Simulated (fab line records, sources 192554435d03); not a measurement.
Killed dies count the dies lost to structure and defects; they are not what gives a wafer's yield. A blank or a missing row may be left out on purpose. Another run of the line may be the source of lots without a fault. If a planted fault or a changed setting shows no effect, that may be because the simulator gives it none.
fab line records    flow n5Finfet
[record] lots = 7  wafers = 21
route steps=1938 shown BEOL_M12@1608 BEOL_M13@1713 BEOL_M14@1716 TV_LITHO@1886
startH: the number of hours between the record's first day and the start of the first shown wafer of the lot    waitH: how many hours have passed since the lot's step before this one    " the same as in the row above    L1.1+2: a single row standing in for several wafers    - either no value or no given start    * or withheld: withheld    < > ~ a bound
route shown NAME@n: a module of which the file shows steps, and the number in the route of the first    usual: the fault-free wafers' mean and standard deviation    same: alike in all rows    chamber/n: place in a boat    sites: each site's reading    _std_site: the standard deviation of these    _edge_site: outer sites' mean less inner sites'    radiusMm: for every site, how far away it sits from the centre of the wafer    mask NAME#n: copy n    behind: tool/chamber where the wafer was last shaped    hold: why the lot went on hold/how many hours it stayed there/how the hold came to an end    device: names the non-switching transistor (n, p or np)    end of line: tests run on the same wafers once the route is complete    a step with no rows: only its recipe    killed: at the first sort, the dies lost to defects and structure; wafer yield is something else    map: dies across one wafer; x = killed, . = not, _ = none there
set.NAME: the setting the step ran with; set.NAME@STEP: the setting that earlier step ran with    model.NAME: the simulator's own value behind a step, which no gauge read
lots whose settings were changed on purpose; a table a step, a row a wafer
[[steps]]
[step N5_BEOL_M12_EXPOSE_07]
[recipe] maskId = V11  na = 0.93  sourceShape = conventional  sigmaOuter = 0.6  polarization = unpolarized  attpsmPhaseDeg = 180  doseMj = 32.5
lot.wafer   tool           chamber  startH  waitH  mask   set.doseMj
L080.1      krfScanner-01  0        267.97  -      V11#0  32.5
L080.5+6    "              0        "       "      V11#0  34.41
L078.3+4+6  krfScanner-02  0        273.83  -      V11#0  32.5
L085.1+4+5  krfScanner-01  0        312.08  -      V11#0  32.5
L086.3+5+6  krfScanner-01  0        316.49  -      V11#0  32.5
L091.2+5    krfScanner-02  0        346.83  -      V11#0  31.85
L091.3      "              0        "       "      V11#0  32.5
L094.3+5+6  krfScanner-02  0        369.16  -      V11#0  32.5
L095.3+4    krfScanner-01  0        370.33  -      V11#0  31.63
L095.6      "              0        "       "      V11#0  32.5
[step N5_BEOL_M12_PEB_08]
[recipe] pebTempC = 130  pebTimeS = 90
[step N5_BEOL_M12_DEVELOP_09]
[recipe] developTimeS = 45  rinseLiquid = diw  dry = airSpin  devTempC = 21
[step N5_BEOL_M12_HARDBAKE_14]
[recipe] tempC = 130  timeS = 120
[step N5_BEOL_M12_CD_MEAS_10]
[recipe] targetCdNm = 140  landingEnergyEv = 500  detector = seInlens  polarity = opening
[usual] cdNm = 140.7/2
lot.wafer  tool      chamber  startH  waitH  set.doseMj@BEOL_M12_EXPOSE_07  cdNm
L080.1     cdSem-01  0        268.14  -      32.5                           141.8
L080.5     "         0        "       "      34.41                          151.0
L080.6     "         0        "       "      34.41                          148.8
L078.3     cdSem-01  0        274.00  -      32.5                           142.3
L078.4     "         0        "       "      32.5                           145.3
L078.6     "         0        "       "      32.5                           142.8
L085.1     cdSem-02  0        312.25  -      32.5                           138.0
L085.4     "         0        "       "      32.5                           137.6
L085.5     "         0        "       "      32.5                           135.9
L086.3     cdSem-02  0        316.65  -      32.5                           141.0
L086.5     "         0        "       "      32.5                           141.7
L086.6     "         0        "       "      32.5                           140.1
L091.2     cdSem-02  0        347.00  -      31.85                          137.6
L091.3     "         0        "       "      32.5                           138.9
L091.5     "         0        "       "      31.85                          137.2
L094.3     cdSem-01  0        369.32  -      32.5                           141.0
L094.5     "         0        "       "      32.5                           139.0
L094.6     "         0        "       "      32.5                           140.9
L095.3     cdSem-03  0        370.49  -      31.63                          136.4
L095.4     "         0        "       "      31.63                          137.4
L095.6     "         0        "       "      32.5                           139.5
[step N5_BEOL_M13_DEP_53]
[recipe] material = SiCN  targetThkA = 500  tempC = withheld  precursor = 3MS/NH3  pressureTorr = 3  rfW = 675  timeS = 17.8
lot.wafer  tool      chamber  startH  waitH  set.timeS  model.SiCN_of_BEOL_M13_DEP_53.thkNm
L080.1     pecvd-02  1        278.73  0.0    16.18      44.4
L080.5     "         0        "       "      17.8       50.6
L080.6     "         1        "       "      16.18      44.8
L078.3     pecvd-03  0        283.71  0.0    17.8       50.2
L078.4     "         0        "       "      19.02      54.2
L078.6     "         2        "       "      17.8       51.6
L085.1     pecvd-03  2        321.17  0.0    17.8       50
L085.4     "         1        "       "      17.8       50.8
L085.5     "         2        "       "      17.8       51
L086.3+5   pecvd-03  0,2      325.47  0.0    15.92      45.6
L086.6     "         0        "       "      15.92      45.4
L091.2     pecvd-03  1        355.95  0.0    16.36      45.8
L091.3     "         2        "       "      17.8       49.2
L091.5     "         2        "       "      16.36      46.4
L095.3     pecvd-01  2        380.84  0.0    16.85      46.8
L095.4     "         2        "       "      17.8       50.4
L095.6     "         1        "       "      16.85      47.4
L094.3     pecvd-02  0        382.95  0.0    17.8       49.2
L094.5     "         0        "       "      17.8       50
L094.6     "         2        "       "      17.8       49.8
[step N5_BEOL_M14_ILD_DEP_00]
[recipe] material = SiO2  targetThkA = 11193  tempC = 400  precursor = TEOS/O2  pressureTorr = 6.5  rfW = 900  teosFlowSccm = 161.4  gas = O2  flowSccm = 2650  timeS = 237.4
lot.wafer  tool      chamber  startH  waitH  set.timeS  model.SiO2_of_BEOL_M14_ILD_DEP_00.thkNm
L080.1     pecvd-02  1        278.86  0.0    237.4      1093
L080.5     "         1        "       "      211.4      1004
L080.6     "         0        "       "      237.4      1108
L078.3     pecvd-02  2        283.84  0.0    237.4      1125
L078.4     "         1        "       "      247.3      1177
L078.6     "         0        "       "      247.3      1170
L085.1     pecvd-04  2        321.30  0.0    237.4      1112
L085.4     "         2        "       "      237.4      1131
L085.5     "         2        "       "      237.4      1127
L086.3     pecvd-03  0        325.68  0.1    237.4      1108
L086.5     "         2        "       "      237.4      1119
L086.6     "         0        "       "      237.4      1109
L091.2     pecvd-03  1        356.08  0.0    253.5      1197
L091.3     "         2        "       "      237.4      1117
L091.5     "         1        "       "      237.4      1125
L095.3     pecvd-02  2        380.97  0.0    237.4      1134
L095.4     "         2        "       "      237.4      1153
L095.6     "         0        "       "      237.4      1123
L094.3     pecvd-04  2        383.08  0.0    237.4      1104
L094.5     "         1        "       "      204.6      973.2
L094.6     "         2        "       "      204.6      964
[step N5_BEOL_M14_THK_MEAS_01]
[recipe] reads = SiO2_of_BEOL_M14_ILD_DEP_00
[usual] M14_ILD_THK = 1121/14
lot.wafer  tool          chamber  startH  waitH  set.timeS@BEOL_M14_ILD_DEP_00  M14_ILD_THK[nm]
L080.1     filmMetro-02  -        279.05  0.1    237.4                          1093
L080.5     "             -        "       "      211.4                          1003
L080.6     "             -        "       "      237.4                          1108
L078.3     filmMetro-02  -        284.03  0.1    237.4                          1124
L078.4     "             -        "       "      247.3                          1177
L078.6     "             -        "       "      247.3                          1170
L085.1     filmMetro-01  -        321.57  0.2    237.4                          1111
L085.4     "             -        "       "      237.4                          1132
L085.5     "             -        "       "      237.4                          1127
L086.3     filmMetro-02  -        325.87  0.1    237.4                          1108
L086.5     "             -        "       "      237.4                          1119
L086.6     "             -        "       "      237.4                          1109
L091.2     filmMetro-01  -        356.27  0.1    253.5                          1196
L091.3     "             -        "       "      237.4                          1118
L091.5     "             -        "       "      237.4                          1126
L095.3     filmMetro-01  -        381.16  0.1    237.4                          1134
L095.4     "             -        "       "      237.4                          1153
L095.6     "             -        "       "      237.4                          1124
L094.3     filmMetro-02  -        383.27  0.1    237.4                          1104
L094.5     "             -        "       "      204.6                          974
L094.6     "             -        "       "      204.6                          964
[step N5_BEOL_M14_COAT_58]
[recipe] resist = BARC  tempC = 205  timeS = 60  spinRpm = 1500  resistThkNm = 89
[step N5_BEOL_M14_COAT_04]
[recipe] spinRpm = 1704  resistThkNm = 800
[step N5_BEOL_M14_DESCUM_15]
[recipe] chemistry = O2  timeS = 7.9  sourcePowerW = 50  biasPowerW = 20  pressureMtorr = 20  rfFrequencyHz = 2.712e+07  tempC = 40  o2FlowSccm = 225
[step N5_BEOL_M14_ETCH_59]
[recipe] chemistry = N2/H2  target = BARC  targetDepthA = 890  overetchA = 267  timeS = 67.9  ionEnergyEv = 200  pressureMtorr = 30  sourceW = 840  biasW = 150  n2FlowSccm = 200  h2FlowSccm = 200
[step N5_BEOL_M14_VIA_ETCH_16]
[recipe] chemistry = C4F8/O2/Ar  target = SiO2  heInnerTorr = 15  heOuterTorr = 30  targetDepthA = 12313  timeS = withheld  ionEnergyEv = 800  pressureMtorr = 20  sourceW = 1905  biasW = 2040  Ar_flow_sccm = 400  C4F8_flow_sccm = 16  O2_flow_sccm = 12  ends = cleared
lot.wafer  tool        chamber  startH  waitH  set.timeS@BEOL_M14_ILD_DEP_00  model.etch.depthNm  model.coat_of_BEOL_M14_COAT_04.thkNm
L080.1     rieDiel-03  3        279.80  0.0    *                              1093                453.8
L080.5     "           2        "       "      *                              1004                480
L080.6     "           3        "       "      *                              1108                451
L078.3     rieDiel-02  0        284.51  0.0    *                              1125                452.8
L078.4     "           0        "       "      *                              1177                438.8
L078.6     "           2        "       "      *                              1170                443.6
L085.1     rieDiel-02  1        322.05  0.0    *                              1112                462
L085.4     "           3        "       "      *                              1131                443.4
L085.5     "           1        "       "      *                              1127                458.4
L086.3     rieDiel-04  3        326.35  0.0    *                              1108                452.2
L086.5     "           3        "       "      *                              1119                449
L086.6     "           0        "       "      *                              1109                456.6
L091.2     rieDiel-03  1        357.11  0.0    *                              1197                439.2
L091.3     "           2        "       "      *                              1117                457.8
L091.5     "           2        "       "      *                              1125                455
L095.3     rieDiel-04  3        381.64  0.0    *                              1134                444.8
L095.4     "           2        "       "      *                              1153                451.4
L095.6     "           0        "       "      *                              1123                455.2
L094.3     rieDiel-03  3        384.02  0.0    *                              1104                452.8
L094.5     "           3        "       "      *                              973.2               482.2
L094.6     "           2        "       "      *                              963.9               489.2
[step N5_PASSIVATION_DESCUM_12]
[recipe] chemistry = O2  timeS = 7.9  sourcePowerW = 50  biasPowerW = 20  pressureMtorr = 20  rfFrequencyHz = 2.712e+07  tempC = 40  o2FlowSccm = 225
lot.wafer   tool        chamber  startH  waitH  set.timeS
L080.1+6    rieDiel-06  0,2      302.60  0.3    8.861
L080.5      "           3        "       "      7.9
L078.3      rieDiel-06  2        309.90  0.0    7.125
L078.4+6    "           3,0      "       "      7.9
L085.1+4+5  rieDiel-05  1,2,3    344.83  0.0    7.9
L086.3+5    rieDiel-01  1,2      345.18  0.0    6.181
L086.6      "           1        "       "      7.9
L091.2+3    rieDiel-05  1,0      380.44  0.1    8.477
L091.5      "           0        "       "      7.9
L095.3      rieDiel-01  2        395.94  0.0    9.411
L095.4+6    "           3,0      "       "      7.9
L094.3+6    rieDiel-06  2,3      402.50  0.2    7.9
L094.5      "           2        "       "      8.491
[[key]]
[split] step = N5_BEOL_M12_EXPOSE_07  setting = doseMj  stated = 32.5  by = wafer
[response] step = N5_BEOL_M12_CD_MEAS_10  reading = cdNm  change = +1.26  per = 1%  r = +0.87
[split] step = N5_BEOL_M13_DEP_53  setting = timeS  stated = 17.8  by = wafer
[response] step = N5_BEOL_M13_DEP_53  reading = model.SiCN_of_BEOL_M13_DEP_53.thkNm  change = +0.536  per = 1%  r = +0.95
[split] step = N5_BEOL_M14_ILD_DEP_00  setting = timeS  stated = 237.4  by = wafer
[response] step = N5_BEOL_M14_ILD_DEP_00  reading = model.SiO2_of_BEOL_M14_ILD_DEP_00.thkNm  change = +9.75  per = 1%  r = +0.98
[response] step = N5_BEOL_M14_THK_MEAS_01  reading = M14_ILD_THK  change = +9.74  per = 1%  r = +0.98
[response] step = N5_BEOL_M14_VIA_ETCH_16  reading = model.etch.depthNm  change = +9.74  per = 1%  r = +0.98
[response] step = N5_BEOL_M14_VIA_ETCH_16  reading = model.coat_of_BEOL_M14_COAT_04.thkNm  change = -2.46  per = 1%  r = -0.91
[split] step = N5_PASSIVATION_DESCUM_12  setting = timeS  stated = 7.9  by = wafer
response none in this file
